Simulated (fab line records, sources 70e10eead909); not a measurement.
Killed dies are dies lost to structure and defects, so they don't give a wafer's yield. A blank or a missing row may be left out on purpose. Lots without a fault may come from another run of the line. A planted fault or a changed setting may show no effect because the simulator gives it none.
fab line records | flow nand_harc
record lots=11 wafers=33 last_day=34
route steps=1302 shown A_CONTACT@1001 END@1302
lots that met no fault: from a run of the same line without faults
start_h: hours from the record's first day to the start of the lot's first wafer shown | wait_h: hours since the lot's step before | " the same as in the row above | L1.1+2: a row that stands for several wafers | - no value, or no start given | * or withheld: withheld | < > ~ a bound
route shown NAME@n: a module of which the file shows steps, and the number in the route of the first | usual: mean/standard deviation of fault-free wafers | same: alike in all rows | chamber/n: place in a boat | sites: the reading at each site | _std_site: their standard deviation | _edge_site: outer sites' mean less inner sites' | radius_mm: how far each site lies from the wafer's centre | mask NAME#n: copy n | behind: the tool/chamber that last shaped the wafer | hold: why the lot was held/for how many hours/how that ended | device: the transistor (n, p or np) that didn't switch | end of line: the same wafers' tests at the end of the route | a step without rows: its recipe alone | killed: dies lost to structure and defects at the first sort, not the wafer's yield | map: a wafer's dies, x killed, . not, _ none there
set.NAME: the setting as run; set.NAME@STEP: as run at that earlier step | model.NAME: the simulator's own value behind a step, which no gauge read
steps of the route over a sample of lots; a table a step, a row a wafer
services: from which hour (start_h, from the record's first day; less than 0 if before it) a tool's chamber was out of use, for how many hours, and why
## steps
# step NHARC_A_CONTACT_ETCH_48
# recipe target_depth_a=390 over_etch_frac=0.3 time_s=65 ion_energy_ev=80 cf4_flow_sccm=150 ar_flow_sccm=0 rf_w=300 bias_w=100 chemistry=CF4
# usual chamber_pressure_mTorr=50.01/0.047 drypump_motor_current_A=5.9/0.4 oes_product_au=0.999/0.014 rf_fwd_power_W=297.8/1.1 rf_vpp_V=151.5/1.2 run_length_s=86.3/0.46 showerhead_plenum_p_Torr=1.79/0.077 throttle_valve_pct=13.285/0.0092
# columns lot.wafer tool chamber start_h wait_h chamber_pressure_mTorr drypump_motor_current_A oes_product_au rf_fwd_power_W rf_hours_counter_h rf_vpp_V run_length_s showerhead_plenum_p_Torr throttle_valve_pct
L916.4 rie_diel-03 0 507.54 0.1 50.02 6.2 1.045 298.8 9 151.3 86.3 1.72 13.293
L916.3 " 1 " " 50.02 6.2 1.020 298.3 9 151.9 86.9 1.91 13.292
L916.5 " 1 " " 49.99 6.2 1.006 296.9 - 152.4 86.9 1.91 13.290
L918.2 rie_diel-02 2 522.65 0.1 49.91 5.9 1.009 298.3 24 149.9 86.1 1.69 13.297
L918.6 " 0 " " 50.05 5.5 0.986 297.5 - 151.8 85.6 1.82 13.281
L918.5 " 1 " " 49.97 5.2 1.012 294.6 - 149.6 86.5 1.76 13.297
L919.2 rie_diel-13 0 533.55 0.1 50.11 6.3 1.019 300.3 2 151.7 87.2 1.80 13.281
L919.4 " 2 " " 50.01 6.5 1.003 297.0 2 151.2 85.9 1.75 13.276
L919.3 " 3 " " 50.05 5.6 1.003 298.2 2 154.0 86.8 1.91 13.290
L920.2 rie_diel-13 1 539.06 0.1 50.06 6.4 0.993 298.5 4 154.0 85.8 1.89 13.300
L920.4 " 3 " " 50.08 5.6 1.005 296.5 4 153.2 86.1 1.91 13.277
L920.6 " 1 " " 50.09 6.4 0.994 298.8 - 153.0 85.5 1.89 13.285
L922.1 rie_diel-03 1 576.37 0.1 49.97 6.2 1.006 297.6 33 151.7 86.8 1.90 13.294
L922.5 " 2 " " 49.95 6.0 0.998 298.5 - 148.9 87.2 1.68 13.272
L922.4 " 1 " " 50.06 6.2 1.008 299.8 - 151.3 86.9 1.90 13.298
L923.1 rie_diel-02 0 582.62 0.1 50.00 5.5 0.994 297.9 0 152.3 85.6 1.82 13.290
L923.3 " 3 " " 50.06 5.5 0.999 296.6 0 151.4 86.0 1.85 13.279
L923.5 " 0 " " 50.05 5.5 0.987 296.8 - 152.5 85.4 1.82 13.290
L926.4 rie_diel-02 3 598.13 0.1 49.98 5.6 0.995 296.9 4 154.4 86.3 1.84 13.271
L926.2 " 1 " " 49.95 5.2 1.004 297.2 4 151.8 86.5 1.76 13.278
L926.5 " 0 " " 50.00 5.5 0.968 - - 151.8 66.2 1.82 13.306
L925.2 rie_diel-03 0 598.36 0.1 50.02 6.2 1.016 297.7 39 151.0 86.4 1.71 13.284
L925.3 " 1 " " 49.98 6.2 0.996 297.0 37 153.4 87.3 1.90 13.282
L925.5 " 1 " " 50.05 6.2 0.991 296.9 - 152.7 86.6 1.90 13.278
L927.2 rie_diel-02 0 629.10 0.1 49.96 5.5 0.973 298.5 9 152.8 86.0 1.81 13.292
L927.1 " 1 " " 49.95 5.2 1.002 295.6 9 151.2 86.0 1.76 13.286
L927.5 " 2 " " 50.10 5.9 0.981 - - 151.9 67.1 1.69 13.288
L937.4 rie_diel-02 3 707.28 0.1 50.01 5.5 1.005 296.8 18 152.0 86.4 1.84 13.289
L937.2 " 1 " " 49.97 5.2 1.010 297.4 20 150.2 86.6 1.76 13.290
L937.3 " 2 " " 50.03 5.8 0.993 298.3 19 150.5 85.9 1.69 13.280
L935.1 rie_diel-13 1 711.40 0.1 50.08 6.4 0.998 298.4 2 151.8 86.1 1.88 13.283
L935.4 " 2 " " 49.97 6.5 1.010 295.8 2 153.0 86.3 1.73 13.281
L935.6 " 1 " " 50.03 6.4 0.987 297.3 - 152.4 85.8 1.88 13.284
# step NHARC_A_CONTACT_ETCH_50
# recipe target_depth_a=1210 time_s=60.5 cf4_flow_sccm=100 chf3_flow_sccm=30 ar_flow_sccm=0 rf_w=500 bias_w=200 chemistry=CF4/CHF3
# usual chamber_pressure_mTorr=25.003/0.023 drypump_motor_current_A=5.9/0.4 oes_product_au=0.951/0.022 rf_fwd_power_W=495.8/1.7 rf_vpp_V=371.2/2.5 run_length_s=81.8/0.42 showerhead_plenum_p_Torr=1.60/0.069 throttle_valve_pct=16.802/0.0091
# same time_s=60.5
# columns lot.wafer tool chamber start_h wait_h chamber_pressure_mTorr drypump_motor_current_A oes_product_au rf_fwd_power_W rf_hours_counter_h rf_vpp_V run_length_s showerhead_plenum_p_Torr throttle_valve_pct
L916.4 rie_diel-03 3 - - 24.974 5.9 0.965 493.8 8 372.9 82.1 1.65 16.783
L916.3 " 0 " " 25.013 6.2 1.006 496.4 10 369.7 82.1 1.53 16.813
L916.5 " 0 " " 24.978 6.2 0.999 495.1 - 367.5 82.0 1.53 16.817
L918.2 rie_diel-02 3 - - 25.009 5.5 0.963 492.6 24 374.2 82.4 1.65 16.799
L918.5 " 3 " " 25.007 5.5 0.960 495.1 - 373.2 81.7 1.64 16.801
L918.6 " 0 " " 25.035 5.5 0.945 496.8 - 373.1 81.1 1.62 16.811
L919.3 rie_diel-13 3 - - 24.992 5.6 0.965 496.9 2 373.1 81.5 1.70 16.815
L919.2 " 1 " " 24.988 6.4 0.942 495.8 2 374.0 81.2 1.69 16.811
L919.4 " 2 " " 24.991 6.5 0.960 493.5 2 370.2 81.6 1.56 16.791
L920.2 rie_diel-13 3 - - 24.986 5.6 0.933 496.3 8 375.2 82.0 1.70 16.791
L920.4 " 1 " " 25.003 6.5 0.954 494.2 7 374.4 81.5 1.69 16.814
L920.6 " 3 " " 24.974 5.6 0.939 495.5 - 375.2 81.7 1.70 16.790
L922.4 rie_diel-03 2 - - 25.009 6.0 0.907 497.0 37 366.9 82.4 1.49 16.813
L922.1 " 1 " " 25.024 6.2 0.921 496.4 33 374.0 82.2 1.69 16.812
L922.5 " 2 " " 25.007 6.0 0.912 495.7 - 367.6 82.1 1.49 16.806
L923.3 rie_diel-02 0 - - 24.965 5.5 0.958 494.8 0 370.6 81.1 1.62 16.795
L923.1 " 3 " " 24.954 5.5 0.968 494.8 0 375.3 81.6 1.64 16.793
L923.5 " 0 " " 25.011 5.5 0.958 494.9 - 372.4 80.9 1.62 16.806
L926.4 rie_diel-02 3 - - 25.009 5.5 0.969 496.3 4 374.5 81.8 1.64 16.795
L926.2 " 2 " " 24.992 5.9 0.945 496.1 5 367.5 81.8 1.50 16.800
L926.5 " 0 " " 24.972 5.5 0.931 496.2 - 370.9 80.9 1.62 16.794
L925.3 rie_diel-03 1 - - 25.045 6.2 0.924 496.4 38 373.8 82.5 1.69 16.806
L925.2 " 2 " " 24.995 6.0 0.918 495.9 42 367.3 82.4 1.49 16.800
L925.5 " 3 " " 25.014 5.9 0.926 497.2 - 372.1 81.8 1.64 16.803
L927.1 rie_diel-02 2 - - 25.022 5.8 0.911 496.4 9 368.3 82.0 1.50 16.801
L927.2 " 0 " " 24.974 5.5 0.913 494.5 9 371.8 81.2 1.61 16.800
L927.5 " 2 " " 25.040 5.9 0.915 496.5 - 368.4 81.5 1.50 16.812
L937.3 rie_diel-02 1 - - 24.990 5.2 0.966 493.5 20 370.9 82.0 1.56 16.796
L937.4 " 2 " " 25.025 5.9 0.965 495.6 20 369.6 81.6 1.50 16.809
L937.2 " 3 " " 25.017 5.5 0.979 494.7 18 373.2 81.9 1.64 16.807
L935.4 rie_diel-13 0 - - 24.980 6.3 0.979 499.2 2 370.4 82.2 1.59 16.798
L935.1 " 1 " " 25.035 6.4 0.967 496.7 2 374.5 81.1 1.67 16.801
L935.6 " 0 " " 25.041 6.3 0.979 498.0 - 370.8 82.2 1.59 16.811
# step NHARC_A_CONTACT_ETCH_111
# recipe source_w=withheld pressure_mtorr=20 bias_v=withheld time_s=140 target_depth_a=7000 ar_flow_sccm=withheld c4f8_flow_sccm=withheld o2_flow_sccm=withheld chemistry=C4F8/O2/Ar
# usual chamber_pressure_mTorr=19.997/0.018 run_length_s=141.3/0.48
# same time_s=140
# columns lot.wafer tool chamber start_h wait_h chamber_pressure_mTorr rf_hours_counter_h run_length_s
L916.4 har_cap_etch-02 1 509.35 - 20.008 - 141.0
L916.3 " 0 " " 20.016 - 141.4
L916.5 " 0 " " 19.958 - 141.8
L918.2 har_cap_etch-01 1 524.38 - 19.962 1 140.3
L918.5 " 1 " " 19.968 - 140.4
L918.6 " 0 " " 20.025 - 142.0
L919.2 har_cap_etch-02 1 535.36 - 20.021 98 141.0
L919.4 " 0 " " 20.017 - 141.7
L919.3 " 1 " " 20.009 - 141.5
L920.2 har_cap_etch-01 0 543.62 - 19.988 5 142.0
L920.4 " 1 " " 20.004 - 140.7
L920.6 " 1 " " 20.000 - 140.7
L922.1 har_cap_etch-02 0 578.28 - 19.977 106 141.7
L922.4 " 1 " " 19.991 - 141.4
L922.5 " 1 " " 19.996 - 141.1
L923.1 har_cap_etch-01 0 584.39 - 20.001 11 141.9
L923.3 " 0 " " 19.973 - 141.8
L923.5 " 0 " " 19.990 - 142.1
L926.2 har_cap_etch-02 1 599.91 - 19.978 111 141.8
L926.4 " 1 " " 20.012 - 141.4
L926.5 " 0 " " 20.006 - 141.3
L925.2 har_cap_etch-03 0 600.08 - 20.036 61 141.7
L925.3 " 0 " " 19.988 - 141.4
L925.5 " 1 " " 19.990 - 141.0
L927.1 har_cap_etch-02 0 630.83 - 19.989 117 141.3
L927.2 " 1 " " 20.009 117 141.1
L927.5 " 0 " " 19.955 - 141.3
L937.2 har_cap_etch-03 1 709.05 - 19.992 78 141.2
L937.3 " 0 " " 19.982 - 141.4
L937.4 " 1 " " 19.982 - 140.7
L935.1 har_cap_etch-02 1 713.14 - 19.971 135 141.2
L935.4 " 1 " " 19.994 - 141.2
L935.6 " 0 " " 19.984 - 141.7
# step NHARC_A_CONTACT_ETCH_117
# recipe source_w=withheld pressure_mtorr=20 bias_v=3000 time_s=190 target_depth_a=18500 ar_flow_sccm=withheld c4f8_flow_sccm=withheld o2_flow_sccm=withheld chemistry=C4F8/O2/Ar
# usual chamber_pressure_mTorr=20.001/0.018 run_length_s=190/0
# same time_s=190
# columns lot.wafer tool chamber start_h wait_h chamber_pressure_mTorr rf_hours_counter_h run_length_s
L916.4 har_cap_etch-02 1 510.39 0.1 20.002 - 190
L916.3 " 0 " " 20.012 - 190
L916.5 " 0 " " 20.022 - 190
L918.2 har_cap_etch-01 1 525.43 0.1 19.968 2 190
L918.5 " 1 " " 19.999 - 190
L918.6 " 0 " " 19.997 - 190
L919.2 har_cap_etch-02 1 536.41 0.1 20.018 99 190
L919.4 " 0 " " 19.994 - 190
L919.3 " 1 " " 19.993 - 190
L920.2 har_cap_etch-01 0 544.67 0.1 19.993 6 190
L920.4 " 1 " " 20.005 - 190
L920.6 " 1 " " 19.998 - 190
L922.1 har_cap_etch-02 0 579.33 0.1 20.005 107 190
L922.4 " 1 " " 19.994 - 190
L922.5 " 1 " " 19.979 - 190
L923.1 har_cap_etch-01 0 585.44 0.1 20.031 12 190
L923.3 " 0 " " 20.029 - 190
L923.5 " 0 " " 19.994 - 190
L926.2 har_cap_etch-02 1 600.95 0.1 19.986 112 190
L926.4 " 1 " " 19.955 - 190
L926.5 " 0 " " 19.989 - 190
L925.2 har_cap_etch-03 0 601.14 0.1 19.986 62 190
L925.3 " 0 " " 19.987 - 190
L925.5 " 1 " " 20.042 - 190
L927.1 har_cap_etch-02 0 631.89 0.1 20.026 118 190
L927.2 " 1 " " 19.995 118 190
L927.5 " 0 " " 19.981 - 190
L937.2 har_cap_etch-03 1 710.09 0.1 20.005 79 190
L937.3 " 0 " " 19.991 - 190
L937.4 " 1 " " 19.994 - 190
L935.1 har_cap_etch-02 1 714.20 0.1 20.002 136 190
L935.4 " 1 " " 19.993 - 190
L935.6 " 0 " " 19.988 - 190
# step NHARC_END_SORT_01
# recipe temp_c=25
# usual killed_at_array=63/27 killed_at_other=0.7/1.2 killed_at_periphery=3.1/2 killed_dies=67/28 killed_open=3.0/1.9 killed_short=2.2/1.5
# same gross_dies=677
# columns lot.wafer tool chamber start_h wait_h killed_at_array killed_at_other killed_at_periphery killed_dies killed_open killed_short
L926.2 prober-02 0 670.38 2.8 29 3 1 33 2 2
L926.4 prober-02 0 671.98 3.4 26 0 1 27 1 2
L926.5 prober-02 0 672.78 3.7 607 0 2 609 3 5
L927.1 prober-01 0 699.25 2.5 38 0 2 40 2 2
L927.2 prober-01 0 700.04 2.8 37 1 1 39 3 2
L927.5 prober-01 0 702.43 3.7 596 1 4 601 2 2
# killed by level:class
L926.2 A_CONTACT:chamber_film_flake=6 A_CHANNEL_HOLE_D1:chamber_film_flake=5 A_DECK1_JOINT:chamber_film_flake=4 A_SLIT:chamber_film_flake=3 A_BLC:chamber_film_flake=3 THIN_TSV:chamber_film_flake=3 A_ZERO_WELL:chamber_film_flake=2 A_CHANNEL_FILL_D1:chamber_film_flake=2
L926.4 A_CHANNEL_HOLE_D1:chamber_film_flake=6 A_SLIT:chamber_film_flake=4 A_CONTACT:chamber_film_flake=4 A_BLC:chamber_film_flake=3 A_CHANNEL_FILL_D1:chamber_film_flake=2 A_STAIRCASE:chamber_film_flake=2 P_CONTACT:geometric_particle:short=1 A_ONON_D1:geometric_particle:short=1
L926.5 A_CONTACT:area_etch=570 A_CHANNEL_HOLE_D1:chamber_film_flake=11 A_CONTACT:chamber_film_flake=5 A_SLIT:chamber_film_flake=3 A_ONON_D1:geometric_particle:short=2 A_ZERO_WELL:chamber_film_flake=2 A_CHANNEL_FILL_D1:chamber_film_flake=2 A_DECK1_JOINT:chamber_film_flake=2
L927.1 A_CHANNEL_HOLE_D2:chamber_film_flake=19 A_CONTACT:chamber_film_flake=8 A_CHANNEL_HOLE_D1:chamber_film_flake=6 P_STI:geometric_particle:short=1 A_CHANNEL_FILL_D1:geometric_particle:open=1 A_CHANNEL_FILL_D1:geometric_particle:short=1 A_ONON_D2:geometric_particle:open=1 P_ZERO_WELL:chamber_film_flake=1
L927.2 A_CHANNEL_HOLE_D2:chamber_film_flake=23 A_CHANNEL_HOLE_D1:chamber_film_flake=5 A_SLIT:chamber_film_flake=2 A_CONTACT:chamber_film_flake=2 P_STI:geometric_particle:short=1 A_CHANNEL_HOLE_D1:geometric_particle:open=1 A_DECK1_JOINT:geometric_particle:short=1 A_SGD_CUT:geometric_particle:open=1
L927.5 A_CONTACT:area_etch=560 A_CHANNEL_HOLE_D2:chamber_film_flake=17 A_CONTACT:chamber_film_flake=6 A_CHANNEL_HOLE_D1:chamber_film_flake=5 P_GATE:chamber_film_flake=3 A_STAIRCASE:chamber_film_flake=2 A_SLIT:chamber_film_flake=2 A_CHANNEL_FILL_D1:geometric_particle:short=1
## services
# columns tool chamber start_h hours kind
har_cap_etch-01 - 497.00 17.0 pm
rie_diel-02 0 500.82 - clean
rie_diel-02 1 500.82 - clean
rie_diel-02 2 500.82 - clean
rie_diel-02 3 500.82 - clean
rie_diel-02 3 505.76 4.4 repair
rie_diel-13 1 511.94 4.5 repair
rie_diel-13 - 519.68 9.0 pm
rie_diel-02 0 525.32 - clean
rie_diel-02 1 525.32 - clean
rie_diel-02 2 525.32 - clean
rie_diel-02 3 525.32 - clean
rie_diel-02 0 549.82 - clean
rie_diel-03 3 568.58 8.0 repair
rie_diel-02 - 570.79 9.0 pm
rie_diel-13 0 613.37 7.5 repair
rie_diel-03 1 628.30 3.7 repair
rie_diel-13 0 632.18 10.7 repair
har_cap_etch-03 - 633.64 0.5 repair
rie_diel-03 - 637.51 9.0 pm
rie_diel-13 1 639.12 3.0 repair
rie_diel-02 0 646.66 9.8 repair
rie_diel-02 3 671.29 9.8 repair
rie_diel-13 - 696.68 9.0 pm
## key
first_sign step=NHARC_A_CONTACT_ETCH_48 reading=run_length_s direction=down sigmas=43 usual=* struck=*
effect step=NHARC_END_SORT_01 reading=killed_at_array direction=up sigmas=20 usual=63 struck=602
more_kills_born_at NHARC_A_CONTACT_ETCH_48@rie_diel-02=1130
met_at NHARC_A_CONTACT_ETCH_48
struck_lots L926,L927
struck_wafers L926.5,L927.5
later_rows_left_out L926.5,L927.5
tester_left_out L926,L927
not_acting_at NHARC_A_CONTACT_ETCH_50,NHARC_A_CONTACT_ETCH_111,NHARC_A_CONTACT_ETCH_117
onset_between 582.62 598.13
fault kind=process_parameter_drift tool=rie_diel-02 chamber=- onset_h=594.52 steps=NHARC_A_CONTACT_ETCH_48 channel=time_s offset=* shape=step end_h=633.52 scope=struck_wafers_only acts_in=* stated=*
# tester_left_out: of these lots the tester's yield and bins aren't shown, on N5 and GAA mostly nor the transistor test; their killed dies are dies lost to structure and defects alone, not to doping, threshold or leakage, so they don't give the yield
# later_rows_left_out: the simulator's readings of these wafers behind a module that went badly wrong aren't trusted and aren't shown, but for the sort
